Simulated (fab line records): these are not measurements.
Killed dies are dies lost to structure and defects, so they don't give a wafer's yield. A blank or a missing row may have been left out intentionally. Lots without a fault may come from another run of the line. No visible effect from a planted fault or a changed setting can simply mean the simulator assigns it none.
Chamber matching -- flow n5Finfet -- N5_BEOL_M8_VIA_ETCH_34 on rieDiel-02 has 4 sister chambers
The step etches SiCOH lowk in C4F6/O2, target depth 125.5 nm, time 50.5 s. 8 wafers are shown with their chamber, then 11 later ones without.

== WAFERS, EACH WITH ITS CHAMBER ==
wafer,chamber,drypumpMotorCurrentA (A),throttleValvePct (%)
L084.1,3,4.9,20.99
L084.4,0,5.6,21.25
L088.1,2,5.0,21.32
L088.2,0,5.6,21.26
L087.3,1,5.3,20.70
L087.5,2,5.0,21.32
L087.6,3,4.9,20.98
L092.1,1,5.4,20.72

== WAFERS MISSING THEIR CHAMBER ==
wafer,drypumpMotorCurrentA (A),throttleValvePct (%)
L092.3,4.9,21.01
L092.6,5.6,21.29
L094.1,5.6,21.29
L094.2,4.9,21.01
L094.3,5.4,20.74
L095.2,4.9,21.01
L095.3,5.4,20.73
L095.6,4.9,21.00
L096.1,4.9,21.02
L096.3,5.0,21.34
L096.5,5.6,21.29

== WHICH CHAMBER EACH ONE RAN IN ==
wafer,from the rows above,in truth
L092.3,3,3
L092.6,0,0
L094.1,0,0
L094.2,3,3
L094.3,1,1
L095.2,3,3
L095.3,1,1
L095.6,3,3
L096.1,3,3
L096.3,2,2
L096.5,0,0
Correctly placed: 11 of 11. Left unplaced by these rows: 0. 0 placed wrongly.
How it was worked out, from the rows above alone: a wafer's distance from a chamber is the root of the sum, over the readings, of the square of ((its reading less the chamber's mean) divided by the reading's scatter). The wafer belongs to the nearest chamber; if the next one is less than 2 further off, it can't be placed. A chamber's mean is the mean of its shown wafers. The scatter: take each reading less its chamber's mean, square it, sum over the shown wafers, divide by the number of wafers less the number of chambers, and take the root.
